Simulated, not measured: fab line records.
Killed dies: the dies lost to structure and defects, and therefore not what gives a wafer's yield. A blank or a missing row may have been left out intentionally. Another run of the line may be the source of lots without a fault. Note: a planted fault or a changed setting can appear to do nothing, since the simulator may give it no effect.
Which tool was responsible? || flow nand-harc || 10 lots, 30 wafers sampled, at 6 steps of a route of 1302

## WHAT THE GAUGES READ, wafer by wafer
NHARC_P_GATE_CD_MEAS_46 targets a cd of 720 nm. Usual: cd-nm 718.8 nm, standard deviation 2.2.
{"lot": "L982", "measured": "day 5 22:09", "on": "cd-sem-01", "cd-nm (nm)": "715.4 716.1 715.0", "flag": ""}
{"lot": "L986", "measured": "day 7 07:43", "on": "cd-sem-03", "cd-nm (nm)": "718.5 716.9 716.0", "flag": ""}
{"lot": "L987", "measured": "day 7 17:00", "on": "cd-sem-03", "cd-nm (nm)": "716.8 716.0 719.7", "flag": ""}
{"lot": "L991", "measured": "day 9 01:28", "on": "cd-sem-01", "cd-nm (nm)": "716.5 716.8 719.7", "flag": ""}
{"lot": "L992", "measured": "day 9 16:50", "on": "cd-sem-02", "cd-nm (nm)": "695.7 700.1 697.8", "flag": "OFF"}
{"lot": "L996", "measured": "day 11 14:57", "on": "cd-sem-02", "cd-nm (nm)": "717.4 720.8 720.9", "flag": ""}
{"lot": "L101", "measured": "day 13 16:48", "on": "cd-sem-01", "cd-nm (nm)": "716.1 716.3 719.9", "flag": ""}
{"lot": "L102", "measured": "day 13 20:43", "on": "cd-sem-01", "cd-nm (nm)": "719.9 721.3 723.4", "flag": ""}
{"lot": "L103", "measured": "day 14 08:16", "on": "cd-sem-03", "cd-nm (nm)": "719.3 721.6 724.6", "flag": ""}
{"lot": "L105", "measured": "day 14 22:43", "on": "cd-sem-02", "cd-nm (nm)": "717.3 718.1 717.6", "flag": ""}

NHARC_END_SORT_01. Usual: killed-at-array 59, standard deviation 16; killed-at-other 0.7, standard deviation 1.1; killed-at-periphery 4, standard deviation 3; killed-dies 64, standard deviation 16; killed-open 3.4, standard deviation 1.8; killed-short 2.6, standard deviation 1.7.
{"lot": "L982", "measured": "day 24 15:25", "on": "prober-01", "killed-at-array": "40 51 44", "killed-at-other": "1 1 0", "killed-at-periphery": "7 5 10", "killed-dies": "48 57 54", "killed-open": "3 8 6", "killed-short": "4 0 3", "flag": ""}
{"lot": "L986", "measured": "day 25 19:38", "on": "prober-02", "killed-at-array": "45 50 54", "killed-at-other": "0 1 2", "killed-at-periphery": "0 1 2", "killed-dies": "45 52 58", "killed-open": "2 2 4", "killed-short": "0 2 2", "flag": ""}
{"lot": "L987", "measured": "day 26 06:04", "on": "prober-01", "killed-at-array": "61 53 46", "killed-at-other": "0 0 0", "killed-at-periphery": "8 3 7", "killed-dies": "69 56 53", "killed-open": "4 0 4", "killed-short": "8 2 3", "flag": ""}
{"lot": "L991", "measured": "day 28 05:56", "on": "prober-01", "killed-at-array": "57 66 66", "killed-at-other": "0 0 0", "killed-at-periphery": "1 2 2", "killed-dies": "58 68 68", "killed-open": "3 1 1", "killed-short": "2 2 4", "flag": ""}
{"lot": "L992", "measured": "day 28 12:23", "on": "prober-02", "killed-at-array": "73 84 70", "killed-at-other": "1 2 2", "killed-at-periphery": "6 7 6", "killed-dies": "80 93 78", "killed-open": "6 4 4", "killed-short": "3 1 5", "flag": ""}
{"lot": "L996", "measured": "day 30 09:02", "on": "prober-02", "killed-at-array": "60 47 61", "killed-at-other": "0 0 2", "killed-at-periphery": "6 5 5", "killed-dies": "66 52 68", "killed-open": "5 4 2", "killed-short": "3 2 2", "flag": ""}
{"lot": "L101", "measured": "day 32 20:56", "on": "prober-01", "killed-at-array": "62 51 58", "killed-at-other": "0 2 0", "killed-at-periphery": "3 1 4", "killed-dies": "65 54 62", "killed-open": "3 1 4", "killed-short": "3 2 6", "flag": ""}
{"lot": "L102", "measured": "day 32 02:29", "on": "prober-02", "killed-at-array": "64 81 59", "killed-at-other": "0 1 1", "killed-at-periphery": "3 3 3", "killed-dies": "67 85 63", "killed-open": "1 1 1", "killed-short": "1 4 2", "flag": ""}
{"lot": "L103", "measured": "day 33 12:11", "on": "prober-02", "killed-at-array": "24 32 26", "killed-at-other": "0 0 0", "killed-at-periphery": "2 3 3", "killed-dies": "26 35 29", "killed-open": "1 8 6", "killed-short": "2 3 2", "flag": ""}
{"lot": "L105", "measured": "day 34 11:23", "on": "prober-02", "killed-at-array": "53 68 57", "killed-at-other": "0 1 1", "killed-at-periphery": "5 4 4", "killed-dies": "58 73 62", "killed-open": "3 1 5", "killed-short": "2 5 1", "flag": ""}

## WHAT TOOL EACH LOT RAN ON (gives the tool, then ch and the chambers of the sampled wafers, and finally the start)
{"lot": "L982", "NHARC_P_GATE_ETCH_104": "rie-diel-01 ch 0,1,2, day 5 10:28", "NHARC_P_GATE_STRIP_108": "rie-diel-10 ch 0,2,3, day 5 11:02", "NHARC_P_GATE_EXPOSE_43": "krf-scanner-01 ch 0, day 5 22:00", "NHARC_P_GATE_DESCUM_48": "rie-diel-01 ch 0,3, day 5 22:19"}
{"lot": "L986", "NHARC_P_GATE_ETCH_104": "rie-diel-10 ch 0,1, day 6 20:01", "NHARC_P_GATE_STRIP_108": "rie-diel-01 ch 0,1,2, day 6 20:32", "NHARC_P_GATE_EXPOSE_43": "krf-scanner-02 ch 0, day 7 07:34", "NHARC_P_GATE_DESCUM_48": "rie-diel-01 ch 1,2, day 7 07:53"}
{"lot": "L987", "NHARC_P_GATE_ETCH_104": "rie-diel-01 ch 0,1,2, day 7 03:11", "NHARC_P_GATE_STRIP_108": "rie-diel-13 ch 0,1,3, day 7 03:46", "NHARC_P_GATE_EXPOSE_43": "krf-scanner-04 ch 0, day 7 16:51", "NHARC_P_GATE_DESCUM_48": "rie-diel-10 ch 0,1,2, day 7 17:10"}
{"lot": "L991", "NHARC_P_GATE_ETCH_104": "rie-diel-10 ch 0,1,2, day 8 13:43", "NHARC_P_GATE_STRIP_108": "rie-diel-01 ch 0,1,3, day 8 14:16", "NHARC_P_GATE_EXPOSE_43": "krf-scanner-01 ch 0, day 9 01:19", "NHARC_P_GATE_DESCUM_48": "rie-diel-13 ch 1,2,3, day 9 01:40"}
{"lot": "L992", "NHARC_P_GATE_ETCH_104": "rie-diel-13 ch 0,2,3, day 9 04:40", "NHARC_P_GATE_STRIP_108": "rie-diel-13 ch 1,2, day 9 05:12", "NHARC_P_GATE_EXPOSE_43": "krf-scanner-01 ch 0, day 9 16:41", "NHARC_P_GATE_DESCUM_48": "rie-diel-10 ch 0,1, day 9 17:02"}
{"lot": "L996", "NHARC_P_GATE_ETCH_104": "rie-diel-13 ch 1,2,3, day 11 03:09", "NHARC_P_GATE_STRIP_108": "rie-diel-13 ch 0,1,3, day 11 03:45", "NHARC_P_GATE_EXPOSE_43": "krf-scanner-01 ch 0, day 11 14:48", "NHARC_P_GATE_DESCUM_48": "rie-diel-01 ch 1,2,3, day 11 15:07"}
{"lot": "L101", "NHARC_P_GATE_ETCH_104": "rie-diel-10 ch 2,3, day 13 05:10", "NHARC_P_GATE_STRIP_108": "rie-diel-13 ch 1,2,3, day 13 05:42", "NHARC_P_GATE_EXPOSE_43": "krf-scanner-01 ch 0, day 13 16:38", "NHARC_P_GATE_DESCUM_48": "rie-diel-13 ch 0,2, day 13 16:58"}
{"lot": "L102", "NHARC_P_GATE_ETCH_104": "rie-diel-01 ch 0,2,3, day 13 09:03", "NHARC_P_GATE_STRIP_108": "rie-diel-01 ch 0,1,3, day 13 09:37", "NHARC_P_GATE_EXPOSE_43": "krf-scanner-01 ch 0, day 13 20:33", "NHARC_P_GATE_DESCUM_48": "rie-diel-10 ch 0,2,3, day 13 20:52"}
{"lot": "L103", "NHARC_P_GATE_ETCH_104": "rie-diel-13 ch 1,2,3, day 13 20:37", "NHARC_P_GATE_STRIP_108": "rie-diel-10 ch 2,3, day 13 21:09", "NHARC_P_GATE_EXPOSE_43": "krf-scanner-02 ch 0, day 14 08:07", "NHARC_P_GATE_DESCUM_48": "rie-diel-01 ch 0,3, day 14 08:26"}
{"lot": "L105", "NHARC_P_GATE_ETCH_104": "rie-diel-01 ch 0,1,3, day 14 11:05", "NHARC_P_GATE_STRIP_108": "rie-diel-10 ch 0,1,2, day 14 11:37", "NHARC_P_GATE_EXPOSE_43": "krf-scanner-04 ch 0, day 14 22:34", "NHARC_P_GATE_DESCUM_48": "rie-diel-10 ch 1,3, day 14 22:53"}
- NHARC_P_GATE_ETCH_104: etches the open film in CF4/CHF3, target depth 60 nm.
- NHARC_P_GATE_STRIP_108: strips in O2.
- NHARC_P_GATE_EXPOSE_43: exposes mask P NSD, target cd 720 nm.
- NHARC_P_GATE_DESCUM_48: chemistry O2, time 3 s.

## WHAT THE TOOLS THEMSELVES READ (means of the sampled wafers that have a number; where no wafer has one, the mark that the record gives instead)
NHARC_P_GATE_ETCH_104. Usual: cf4-flow-sccm is 100.04 sccm with standard deviation 0.3, chamber-pressure-mTorr is 24.999 mTorr with standard deviation 0.022, drypump-motor-current-A is 6.0 A with standard deviation 0.45, oes-product-au is 0.954 a.u. with standard deviation 0.023, rf-vpp-V is 370.1 V with standard deviation 2.4, showerhead-plenum-p-Torr is 1.56 Torr with standard deviation 0.067, and throttle-valve-pct is 16.802 % with standard deviation 0.0092.
{"lot": "L982", "tool": "rie-diel-01", "cf4-flow-sccm (sccm)": 100.33, "chamber-pressure-mTorr (mTorr)": 24.967, "drypump-motor-current-A (A)": 6.2, "oes-product-au (a.u.)": 0.926, "rf-vpp-V (V)": 372.1, "showerhead-plenum-p-Torr (Torr)": 1.61, "throttle-valve-pct (%)": 16.801, "flag": ""}
{"lot": "L986", "tool": "rie-diel-10", "cf4-flow-sccm (sccm)": 99.79, "chamber-pressure-mTorr (mTorr)": 24.985, "drypump-motor-current-A (A)": 6.0, "oes-product-au (a.u.)": 0.971, "rf-vpp-V (V)": 369.9, "showerhead-plenum-p-Torr (Torr)": 1.56, "throttle-valve-pct (%)": 16.811, "flag": ""}
{"lot": "L987", "tool": "rie-diel-01", "cf4-flow-sccm (sccm)": 100.21, "chamber-pressure-mTorr (mTorr)": 24.993, "drypump-motor-current-A (A)": 6.2, "oes-product-au (a.u.)": 0.965, "rf-vpp-V (V)": 372.5, "showerhead-plenum-p-Torr (Torr)": 1.61, "throttle-valve-pct (%)": 16.803, "flag": ""}
{"lot": "L991", "tool": "rie-diel-10", "cf4-flow-sccm (sccm)": 100.21, "chamber-pressure-mTorr (mTorr)": 25.005, "drypump-motor-current-A (A)": 5.9, "oes-product-au (a.u.)": 0.924, "rf-vpp-V (V)": 369.5, "showerhead-plenum-p-Torr (Torr)": 1.53, "throttle-valve-pct (%)": 16.806, "flag": ""}
{"lot": "L992", "tool": "rie-diel-13", "cf4-flow-sccm (sccm)": 100.11, "chamber-pressure-mTorr (mTorr)": 24.988, "drypump-motor-current-A (A)": 5.9, "oes-product-au (a.u.)": 0.973, "rf-vpp-V (V)": 367.5, "showerhead-plenum-p-Torr (Torr)": 1.49, "throttle-valve-pct (%)": 16.798, "flag": ""}
{"lot": "L996", "tool": "rie-diel-13", "cf4-flow-sccm (sccm)": 100.19, "chamber-pressure-mTorr (mTorr)": 24.998, "drypump-motor-current-A (A)": 6.2, "oes-product-au (a.u.)": 0.929, "rf-vpp-V (V)": 366.8, "showerhead-plenum-p-Torr (Torr)": 1.48, "throttle-valve-pct (%)": 16.794, "flag": ""}
{"lot": "L101", "tool": "rie-diel-10", "cf4-flow-sccm (sccm)": 100.03, "chamber-pressure-mTorr (mTorr)": 24.998, "drypump-motor-current-A (A)": 5.8, "oes-product-au (a.u.)": 0.926, "rf-vpp-V (V)": 371.7, "showerhead-plenum-p-Torr (Torr)": 1.59, "throttle-valve-pct (%)": 16.800, "flag": ""}
{"lot": "L102", "tool": "rie-diel-01", "cf4-flow-sccm (sccm)": 99.78, "chamber-pressure-mTorr (mTorr)": 25.012, "drypump-motor-current-A (A)": 5.9, "oes-product-au (a.u.)": 0.972, "rf-vpp-V (V)": 372.5, "showerhead-plenum-p-Torr (Torr)": 1.62, "throttle-valve-pct (%)": 16.805, "flag": ""}
{"lot": "L103", "tool": "rie-diel-13", "cf4-flow-sccm (sccm)": 100.19, "chamber-pressure-mTorr (mTorr)": 24.994, "drypump-motor-current-A (A)": 6.2, "oes-product-au (a.u.)": 0.919, "rf-vpp-V (V)": 367.2, "showerhead-plenum-p-Torr (Torr)": 1.48, "throttle-valve-pct (%)": 16.799, "flag": ""}
{"lot": "L105", "tool": "rie-diel-01", "cf4-flow-sccm (sccm)": 99.80, "chamber-pressure-mTorr (mTorr)": 25.000, "drypump-motor-current-A (A)": 5.8, "oes-product-au (a.u.)": 0.967, "rf-vpp-V (V)": 371.9, "showerhead-plenum-p-Torr (Torr)": 1.64, "throttle-valve-pct (%)": 16.793, "flag": ""}

NHARC_P_GATE_STRIP_108. Usual: chamber-pressure-mTorr 60.00 mTorr, standard deviation 0.058; drypump-motor-current-A 6.0 A, standard deviation 0.48; oes-product-au 1.003 a.u., standard deviation 0.011; rf-vpp-V 57.7 V, standard deviation 0.86; showerhead-plenum-p-Torr 3.47 Torr, standard deviation 0.15; throttle-valve-pct 17.037 %, standard deviation 0.0091.
{"lot": "L982", "tool": "rie-diel-10", "chamber-pressure-mTorr (mTorr)": 60.01, "drypump-motor-current-A (A)": 5.8, "oes-product-au (a.u.)": 1.004, "rf-vpp-V (V)": 57.2, "showerhead-plenum-p-Torr (Torr)": 3.46, "throttle-valve-pct (%)": 17.040, "flag": ""}
{"lot": "L986", "tool": "rie-diel-01", "chamber-pressure-mTorr (mTorr)": 60.01, "drypump-motor-current-A (A)": 6.2, "oes-product-au (a.u.)": 1.013, "rf-vpp-V (V)": 57.2, "showerhead-plenum-p-Torr (Torr)": 3.61, "throttle-valve-pct (%)": 17.042, "flag": ""}
{"lot": "L987", "tool": "rie-diel-13", "chamber-pressure-mTorr (mTorr)": 59.99, "drypump-motor-current-A (A)": 5.8, "oes-product-au (a.u.)": 1.005, "rf-vpp-V (V)": 57.4, "showerhead-plenum-p-Torr (Torr)": 3.34, "throttle-valve-pct (%)": 17.031, "flag": ""}
{"lot": "L991", "tool": "rie-diel-01", "chamber-pressure-mTorr (mTorr)": 59.99, "drypump-motor-current-A (A)": 5.8, "oes-product-au (a.u.)": 1.014, "rf-vpp-V (V)": 57.6, "showerhead-plenum-p-Torr (Torr)": 3.67, "throttle-valve-pct (%)": 17.038, "flag": ""}
{"lot": "L992", "tool": "rie-diel-13", "chamber-pressure-mTorr (mTorr)": 60.05, "drypump-motor-current-A (A)": 6.1, "oes-product-au (a.u.)": 0.999, "rf-vpp-V (V)": 58.2, "showerhead-plenum-p-Torr (Torr)": 3.32, "throttle-valve-pct (%)": 17.038, "flag": ""}
{"lot": "L996", "tool": "rie-diel-13", "chamber-pressure-mTorr (mTorr)": 59.97, "drypump-motor-current-A (A)": 5.8, "oes-product-au (a.u.)": 0.998, "rf-vpp-V (V)": 57.9, "showerhead-plenum-p-Torr (Torr)": 3.34, "throttle-valve-pct (%)": 17.038, "flag": ""}
{"lot": "L101", "tool": "rie-diel-13", "chamber-pressure-mTorr (mTorr)": 60.00, "drypump-motor-current-A (A)": 6.2, "oes-product-au (a.u.)": 1.003, "rf-vpp-V (V)": 58.0, "showerhead-plenum-p-Torr (Torr)": 3.32, "throttle-valve-pct (%)": 17.036, "flag": ""}
{"lot": "L102", "tool": "rie-diel-01", "chamber-pressure-mTorr (mTorr)": 59.97, "drypump-motor-current-A (A)": 5.8, "oes-product-au (a.u.)": 1.010, "rf-vpp-V (V)": 58.7, "showerhead-plenum-p-Torr (Torr)": 3.67, "throttle-valve-pct (%)": 17.048, "flag": ""}
{"lot": "L103", "tool": "rie-diel-10", "chamber-pressure-mTorr (mTorr)": 60.01, "drypump-motor-current-A (A)": 5.8, "oes-product-au (a.u.)": 0.998, "rf-vpp-V (V)": 58.8, "showerhead-plenum-p-Torr (Torr)": 3.57, "throttle-valve-pct (%)": 17.038, "flag": ""}
{"lot": "L105", "tool": "rie-diel-10", "chamber-pressure-mTorr (mTorr)": 60.02, "drypump-motor-current-A (A)": 5.9, "oes-product-au (a.u.)": 0.998, "rf-vpp-V (V)": 57.3, "showerhead-plenum-p-Torr (Torr)": 3.43, "throttle-valve-pct (%)": 17.044, "flag": ""}

NHARC_P_GATE_EXPOSE_43. Usual: reticle-temp-C 23.01 C, standard deviation 0.12.
{"lot": "L982", "tool": "krf-scanner-01", "reticle-temp-C (C)": 22.92, "flag": ""}
{"lot": "L986", "tool": "krf-scanner-02", "reticle-temp-C (C)": 22.85, "flag": ""}
{"lot": "L987", "tool": "krf-scanner-04", "reticle-temp-C (C)": 22.81, "flag": ""}
{"lot": "L991", "tool": "krf-scanner-01", "reticle-temp-C (C)": 22.95, "flag": ""}
{"lot": "L992", "tool": "krf-scanner-01", "reticle-temp-C (C)": 23.19, "flag": ""}
{"lot": "L996", "tool": "krf-scanner-01", "reticle-temp-C (C)": 22.96, "flag": ""}
{"lot": "L101", "tool": "krf-scanner-01", "reticle-temp-C (C)": 22.80, "flag": ""}
{"lot": "L102", "tool": "krf-scanner-01", "reticle-temp-C (C)": 23.05, "flag": ""}
{"lot": "L103", "tool": "krf-scanner-02", "reticle-temp-C (C)": 23.17, "flag": ""}
{"lot": "L105", "tool": "krf-scanner-04", "reticle-temp-C (C)": 22.88, "flag": ""}

NHARC_P_GATE_DESCUM_48. Usual: chamber-pressure-mTorr 60.00 mTorr, standard deviation 0.055; drypump-motor-current-A 5.9 A, standard deviation 0.41; oes-product-au 1.000 a.u., standard deviation 0.013; rf-vpp-V 57.7 V, standard deviation 0.82; showerhead-plenum-p-Torr 1.90 Torr, standard deviation 0.086; throttle-valve-pct 11.310 %, standard deviation 0.0087.
{"lot": "L982", "tool": "rie-diel-01", "chamber-pressure-mTorr (mTorr)": 59.97, "drypump-motor-current-A (A)": 5.4, "oes-product-au (a.u.)": 1.014, "rf-vpp-V (V)": 57.8, "showerhead-plenum-p-Torr (Torr)": 2.01, "throttle-valve-pct (%)": 11.313, "flag": ""}
{"lot": "L986", "tool": "rie-diel-01", "chamber-pressure-mTorr (mTorr)": 60.03, "drypump-motor-current-A (A)": 6.5, "oes-product-au (a.u.)": 1.013, "rf-vpp-V (V)": 58.5, "showerhead-plenum-p-Torr (Torr)": 1.95, "throttle-valve-pct (%)": 11.308, "flag": ""}
{"lot": "L987", "tool": "rie-diel-10", "chamber-pressure-mTorr (mTorr)": 60.06, "drypump-motor-current-A (A)": 5.9, "oes-product-au (a.u.)": 0.998, "rf-vpp-V (V)": 58.2, "showerhead-plenum-p-Torr (Torr)": 1.86, "throttle-valve-pct (%)": 11.321, "flag": ""}
{"lot": "L991", "tool": "rie-diel-13", "chamber-pressure-mTorr (mTorr)": 60.02, "drypump-motor-current-A (A)": 6.2, "oes-product-au (a.u.)": 0.997, "rf-vpp-V (V)": 56.9, "showerhead-plenum-p-Torr (Torr)": 1.79, "throttle-valve-pct (%)": 11.306, "flag": ""}
{"lot": "L992", "tool": "rie-diel-10", "chamber-pressure-mTorr (mTorr)": 59.99, "drypump-motor-current-A (A)": 6.0, "oes-product-au (a.u.)": 0.994, "rf-vpp-V (V)": 57.2, "showerhead-plenum-p-Torr (Torr)": 1.89, "throttle-valve-pct (%)": 11.314, "flag": ""}
{"lot": "L996", "tool": "rie-diel-01", "chamber-pressure-mTorr (mTorr)": 59.99, "drypump-motor-current-A (A)": 6.1, "oes-product-au (a.u.)": 1.001, "rf-vpp-V (V)": 58.3, "showerhead-plenum-p-Torr (Torr)": 1.96, "throttle-valve-pct (%)": 11.307, "flag": ""}
{"lot": "L101", "tool": "rie-diel-13", "chamber-pressure-mTorr (mTorr)": 60.00, "drypump-motor-current-A (A)": 5.4, "oes-product-au (a.u.)": 0.996, "rf-vpp-V (V)": 57.5, "showerhead-plenum-p-Torr (Torr)": 1.80, "throttle-valve-pct (%)": 11.300, "flag": ""}
{"lot": "L102", "tool": "rie-diel-10", "chamber-pressure-mTorr (mTorr)": 60.00, "drypump-motor-current-A (A)": 5.8, "oes-product-au (a.u.)": 0.999, "rf-vpp-V (V)": 57.4, "showerhead-plenum-p-Torr (Torr)": 1.87, "throttle-valve-pct (%)": 11.305, "flag": ""}
{"lot": "L103", "tool": "rie-diel-01", "chamber-pressure-mTorr (mTorr)": 60.00, "drypump-motor-current-A (A)": 5.6, "oes-product-au (a.u.)": 1.007, "rf-vpp-V (V)": 58.9, "showerhead-plenum-p-Torr (Torr)": 2.01, "throttle-valve-pct (%)": 11.309, "flag": ""}
{"lot": "L105", "tool": "rie-diel-10", "chamber-pressure-mTorr (mTorr)": 60.03, "drypump-motor-current-A (A)": 5.9, "oes-product-au (a.u.)": 1.000, "rf-vpp-V (V)": 58.4, "showerhead-plenum-p-Torr (Torr)": 1.97, "throttle-valve-pct (%)": 11.315, "flag": ""}

## THE ANSWER, worked out from the rows above alone
Rule: take the mean of a lot's wafers that have a number; if it is more than 3 standard deviations from the usual mean, the lot is off. Also off: a lot with no number at a reading for which 4 or more lots have one. Where the step has rows for the other lots, those lots are counted as sound. The gauges are gone through in route order, then the tools' own readings, and for those a lot's mean is taken as printed above. The first step at which some lot is off is used, and at that step the reading that is off furthest; a lot without a number counts as furthest.
Off: L992, at NHARC_P_GATE_CD_MEAS_46 (cd-nm).
A tool fits if, at a process step before that reading, it ran every lot that is off, and no sound lot after the first of them. Those tools and the gauges at NHARC_P_GATE_CD_MEAS_46 are tried in the same way. Of those tried, none fits.

## WHAT THE SIMULATOR HAD INSERTED
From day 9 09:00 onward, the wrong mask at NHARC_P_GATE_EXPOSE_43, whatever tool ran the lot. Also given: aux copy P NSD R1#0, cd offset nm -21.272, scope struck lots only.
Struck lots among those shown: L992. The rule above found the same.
